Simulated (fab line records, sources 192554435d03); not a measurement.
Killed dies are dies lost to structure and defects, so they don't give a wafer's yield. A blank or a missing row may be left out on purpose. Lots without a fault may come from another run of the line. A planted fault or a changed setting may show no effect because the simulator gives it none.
A struck lot beside a sound one | flow n5_finfet | 15 steps out of a route of 1938
Sound: wafers L381.1, L381.4, L381.5. Struck: wafers L394.3, L394.5, L394.6. The cause comes at the end.
At each step with rows: each side's tool, then ch and its chambers, then its first start. Under that, the readings that differ: sound wafers | struck wafers | difference of the means | sigmas: that difference in standard deviations of wafers without a fault.
alike: readings whose means differ by less than 2 such deviations, and words and numbers that are the same on both sides. not compared: withheld readings, readings that some wafer has no value for, bounds like >300 that may hide the same value, and numbers for which the record gives no deviation and whose values overlap.
The two part at a step that has a row with sigmas, a row that says differs or no value, or rows on one side only. Numbers that don't overlap but have no deviation are shown without sigmas and don't part them. A reading that every wafer of one side lacks parts them only if that side has two wafers or more.

first, 9 steps without rows for these wafers: N5_BEOL_M1_COAT_76 (time 60 s, resist thk 5 nm); N5_BEOL_M1_COAT_22 (resist thk 30 nm); N5_BEOL_M1_EBR_24; N5_BEOL_M1_SOFTBAKE_23 (time 60 s); N5_BEOL_M1_EXPOSE_25 (exposes mask V0, defocus 5 nm, target cd 24 nm); N5_BEOL_M1_PEB_26 (peb time 60 s); N5_BEOL_M1_DEVELOP_27 (develop time 30 s); N5_BEOL_M1_DESCUM_33 (chemistry O2, time 7 s); N5_BEOL_M1_ETCH_77 (etches underlayer in N2/H2, target depth 6.5 nm, time 5.2 s).
N5_BEOL_M1_ETCH_69: etches SiARC in CF4, target depth 15.6 nm, time 26 s.
  sound on rie_diel-04 ch 0,2,3, day 7 22:48; struck on rie_diel-04 ch 1,2, day 12 03:10
  no value came back on the struck wafers for any of 9 readings (bias_w (W), cf4_flow_sccm (sccm) and others); on the sound wafers bias_w (W) reads 35.95 35.97 35.95
  reading                                      | sound    | struck         | difference | sigmas
  model.CAR-EUV_of_BEOL_M1_COAT_22.thk_nm (nm) | 11 11 11 | 20.2 20.2 20.4 | +9.3       |
  not compared: rf_hours_counter_h
then, 1 step without rows for these wafers: N5_BEOL_M1_ALD_98 (deposits SiO2, target thk 2.5 nm, pulse time 1 s, co reactant pulse time 1 s).
N5_BEOL_M1_ETCHBACK_99: etches SiO2 in CHF3, target depth 5 nm, time 10.4 s.
  sound on rie_diel-02 ch 0,3, day 8 00:35; struck on rie_diel-06 ch 1,2,3, day 12 04:20
  reading                                      | sound          | struck         | difference | sigmas
  oes_product_au (a.u.)                        | 0.95 0.82 0.82 | 0.28 0.31 0.29 | -0.57      | -8
  model.CAR-EUV_of_BEOL_M1_COAT_22.thk_nm (nm) | 10.2 10.2 10.4 | 19.4 19.4 19.6 | +9.2       |
  alike: bias_w, drypump_motor_current_A, rf_fwd_power_W, rf_vpp_V, showerhead_plenum_p_Torr, throttle_valve_pct
  not compared: rf_hours_counter_h
N5_BEOL_M1_ETCH_70: etches SOC in N2/H2, target depth 80 nm, overetch 16 nm, time 120 s.
  sound on rie_diel-02 ch 0,3, day 8 00:37; struck on rie_diel-06 ch 1,2,3, day 12 04:22
  reading               | sound          | struck         | difference | sigmas
  oes_product_au (a.u.) | 0.73 0.63 0.62 | 0.27 0.31 0.28 | -0.37      | -7
  alike: bias_w, chamber_pressure_mTorr, drypump_motor_current_A, n2_flow_sccm, rf_fwd_power_W, rf_vpp_V, showerhead_plenum_p_Torr, throttle_valve_pct
  not compared: rf_hours_counter_h
N5_BEOL_M4_RC_MEAS_101:
  the record has rows for the sound wafers here (prober-01 ch 0, day 9 21:21) and none for the struck ones
-- the record jumps here: 6 days lie between the struck wafers' starts before and after (it left off in module BEOL_M4 and takes up again in module PASSIVATION, whose first step shown is number 1936 of the route) --
N5_PASSIVATION_PROBE_49:
  sound on prober-01, day 13 13:59; struck on prober-01, day 17 23:47
  reading                  | sound          | struck         | difference | sigmas
  defect_limited_yield (%) | 94.5 91.9 90.9 | 0 0 0          | -92        | -71
  killed_at_M0_to_M3       | 12 28 43       | 1117 1092 1110 | +1079      | +98
  killed_at_contacts       | 4 7 14         | 21 29 17       | +14        | +2
  killed_dies              | 65 95 107      | 1180 1180 1180 | +1091      | +73
  killed_on_rim            | 4 9 17         | 152 152 152    | +142       | +38
  sort_bin_5_function (%)  | 2.9 4.9 5.1    | 97.5 95.2 96.9 | +92.2      | +99 or more
  sort_n_pass              | 1115 1085 1073 | 0 0 0          | -1091      | -73
  sort_yield_pct (%)       | 94.5 91.9 90.9 | 0 0 0          | -92        | -71
  alike: killed_at_M4_up, killed_at_front_end, killed_at_other, killed_open, killed_short, sort_bin_6_memory

WHERE THEY PART
First at N5_BEOL_M1_ETCH_69; last, within this record, at N5_PASSIVATION_PROBE_49.

WHY: what the simulator had put in
Skipped step whole: rie_diel-04, from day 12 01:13 on, at N5_BEOL_M1_ETCH_69. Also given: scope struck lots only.
